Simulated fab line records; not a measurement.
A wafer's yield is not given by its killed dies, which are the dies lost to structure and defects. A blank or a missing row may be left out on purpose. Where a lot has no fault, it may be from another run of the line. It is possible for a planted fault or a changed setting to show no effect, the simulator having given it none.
Struck lot and sound lot, side by side	flow n5-finfet	39 out of 1938 route steps
Sound: these wafers, L990.2, L990.3, L990.4. Struck: wafer L985.4 (L985.1, L985.3, from the same lot, were not struck and are left out); the cause is given at the end.
Per side, at each step with rows, come the tool, then ch with its chambers, and then its first start. Under that, the readings that differ: sound wafers	struck wafers	difference of the means	sigmas: that difference in standard deviations of wafers without a fault.
alike: readings whose means differ by less than 2 such deviations, and words and numbers that are the same on both sides. not compared: withheld readings, readings that some wafer has no value for, bounds like >300 that may hide the same value, and numbers for which the record gives no deviation and whose values overlap.
The two part at a step that has a row with sigmas, a row that says differs or no value, or rows on one side only. Numbers that have no deviation but don't overlap get no sigmas and don't part them. Lack of a reading on every wafer of one side parts them only where that side has two or more wafers.

first, 10 steps without rows for these wafers: N5_DUMMY_GATE_ETCH_23 (etches poly-Si in HBr/Cl2/O2, target depth 41 nm, time 22.3 s); N5_DUMMY_GATE_ETCH_44 (etches poly-Si in HBr/O2, stops on SiO2, target depth 127.5 nm); N5_DUMMY_GATE_ETCH_42 (etches SiO2 in CHF3/O2, target depth 3.5 nm, time 31 s); N5_DUMMY_GATE_STRIP_48 (strips in N2/H2, time 20 s); N5_DUMMY_GATE_PRECLEAN_33 (cleans in dHF, time 10 s); N5_DUMMY_GATE_PRECLEAN_25 (cleans in O3/DIW, time 45 s); N5_DUMMY_GATE_PRECLEAN_51 (cleans in SC2, time 45 s); N5_DUMMY_GATE_SRD_26 (time 30 s); N5_DUMMY_GATE_UV_OZONE_45 (time 120 s); N5_SPACER0_ALD_07 (deposits SiNx, target thk 2 nm).
N5_SPACER0_ALD_00: deposits SiOCN, target thk 3.5 nm, pulse time 3 s, purge time 2 s.
  sound on ald-sin-01 ch 0,2,3, day 7 05:38; struck on ald-sin-03 ch 3, day 6 01:42
reading	sound	struck	difference	sigmas
ald-cycles	58 58 58	45	-13	
model.SiOCN_of_SPACER0_ALD_00.thk-nm (nm)	3.6 3.6 3.6	2.8	-0.8	
  alike: heater-power-w, precursor-pulse-height-rel
then, 25 steps without rows for these wafers: N5_SPACER0_ALD_08 (deposits SiNx, target thk 2 nm); N5_SD_EPI_N_COAT_32 (time 60 s, resist thk 350 nm); N5_SD_EPI_N_COAT_33 (time 60 s, resist thk 35 nm); N5_SD_EPI_N_COAT_03 (resist thk 150 nm); N5_SD_EPI_N_EBR_05; N5_SD_EPI_N_SOFTBAKE_04 (time 60 s); N5_SD_EPI_N_EXPOSE_06 (exposes mask SD N BLK, target cd 120 nm); N5_SD_EPI_N_PEB_07 (peb time 60 s); N5_SD_EPI_N_DEVELOP_08 (develop time 30 s); N5_SD_EPI_N_DESCUM_14 (chemistry O2, time 7.9 s); N5_SD_EPI_N_ETCH_34 (etches SiARC in CF4, target depth 45.5 nm, time 75.8 s); N5_SD_EPI_N_ETCH_35 (etches SOC in N2/H2, overetch 108 nm, time 486 s); N5_SD_EPI_N_STRIP_36 (strips in N2/H2); N5_SD_EPI_N_ETCHBACK_44 (etches SiNx in CH3F/O2, stops on SiO2, target depth 14.5 nm); N5_SD_EPI_N_ETCH_45 (etches SiOCN in CH3F/O2, target depth 6 nm); N5_SD_EPI_N_ETCH_16 (etches SiO2 in CHF3/O2, target depth 5 nm); N5_SD_EPI_N_STRIP_47 (strips in CHF3/O2); N5_SD_EPI_N_SD_RECESS_17 (chemistry HBr/Cl2/O2, target depth 41 nm, time 23.7 s, bt time 3 s); N5_SD_EPI_N_STRIP_38 (strips in N2/H2); N5_SD_EPI_N_WET_ETCH_43 (etches SiO2 in dHF, time 14 s, target depth 1.5 nm); N5_SD_EPI_N_STRIP_18 (strips in SPM, time 750 s); N5_SD_EPI_N_SRD_20 (time 30 s); N5_SD_EPI_N_PRECLEAN_48 (cleans in NF3:NH3, afs cycles 2, time 20 s, sublimation time 60 s); N5_SD_EPI_N_VAPOR_ETCH_50 (etches Si in HCl, time 54 s); N5_SD_EPI_N_EPI_21 (deposits Si:P, time 690 s).
N5_SD_EPI_P_PRECLEAN_32: cleans in dHF, time 10 s.
  sound on wet-bench-04 ch 1,2,4, day 7 16:12; struck on wet-bench-02 ch 7, day 6 14:02
reading	sound	struck	difference	sigmas
model.SiOCN_of_SPACER0_ALD_00.thk-nm (nm)	3.4 3.4 3.4	2.6	-0.8	
-- a jump in the record: the struck wafers' starts before and after are 4 days apart (it breaks off in module SD_EPI_P and resumes in module BEOL_M4, where the first step shown is number 1111 of the route) --
N5_BEOL_M4_RC_MEAS_101:
  sound on prober-01 ch 0, day 12 04:49; struck on prober-01 ch 0, day 10 20:40
reading	sound	struck	difference	sigmas
IOFF_N (nA/um)	0.203 0.206 0.194	0.266	+0.065	+3
IOFF_N_85C (nA/um)	3.7 3.8 3.6	4.8	+1.1	+3
IOFF_N_LIN (nA/um)	0.089 0.090 0.083	0.111	+0.024	+3
IOFF_P (nA/um)	0.260 0.262 0.248	0.387	+0.130	+5
IOFF_P_85C (nA/um)	4.3 4.3 4.1	6.0	+1.8	+4
IOFF_P_LIN (nA/um)	0.117 0.117 0.113	0.169	+0.053	+5
ION_N (uA/um)	674 677 670	712	+38	+4
ION_P (uA/um)	463 464 463	499	+36	+6
REXT_N (ohm.um)	74.4 73.9 73.9	67.3	-6.8	-4
REXT_P (ohm.um)	98.3 96.8 97.3	91.2	-6.3	-3
VT_N (mV)	247.5 245.3 247.8	240.1	-6.8	-3
VT_P (mV)	-249.3 -248.5 -249.0	-236.0	+12.9	+4
VT_P_LVT (mV)	-96.8 -96.6 -97.7	-87.1	+9.9	+4
  alike: DIBL_N, DIBL_P, SS_N, SS_P
-- the record jumps here: 4 days lie between the struck wafers' starts before and after (it left off in module BEOL_M4 and takes up again in module PASSIVATION, whose first step shown is number 1936 of the route) --
N5_PASSIVATION_PROBE_49:
  sound on prober-01 at day 16 19:21; struck on prober-01 at day 15 01:10
reading	sound	struck	difference	sigmas
defect-limited-yield (%)	92.1 90.6 91.6	88.5	-2.9	-2
killed_at_M0_to_M3	37 42 43	61	+20	+2
killed-at-other	14 6 12	3	-8	-3
killed-dies	93 111 99	136	+35	+2
sort_bin_4_leakage (%)	0 0 0	0.17	+0.17	
sort_bin_5_function (%)	4.7 6.1 4.2	7.5	+2.5	+3
sort-n-pass	1087 1069 1081	1042	-37	-2
sort-yield-pct (%)	92.1 90.6 91.6	88.3	-3.1	-2
  alike: killed_at_M4_up, killed-at-contacts, killed-at-front-end, killed-open, killed-short, sort_bin_6_memory

== WHERE THEY PART ==
Last at N5_PASSIVATION_PROBE_49 as far as this record goes, first at N5_BEOL_M4_RC_MEAS_101.

WHY: what had been put in by the simulator
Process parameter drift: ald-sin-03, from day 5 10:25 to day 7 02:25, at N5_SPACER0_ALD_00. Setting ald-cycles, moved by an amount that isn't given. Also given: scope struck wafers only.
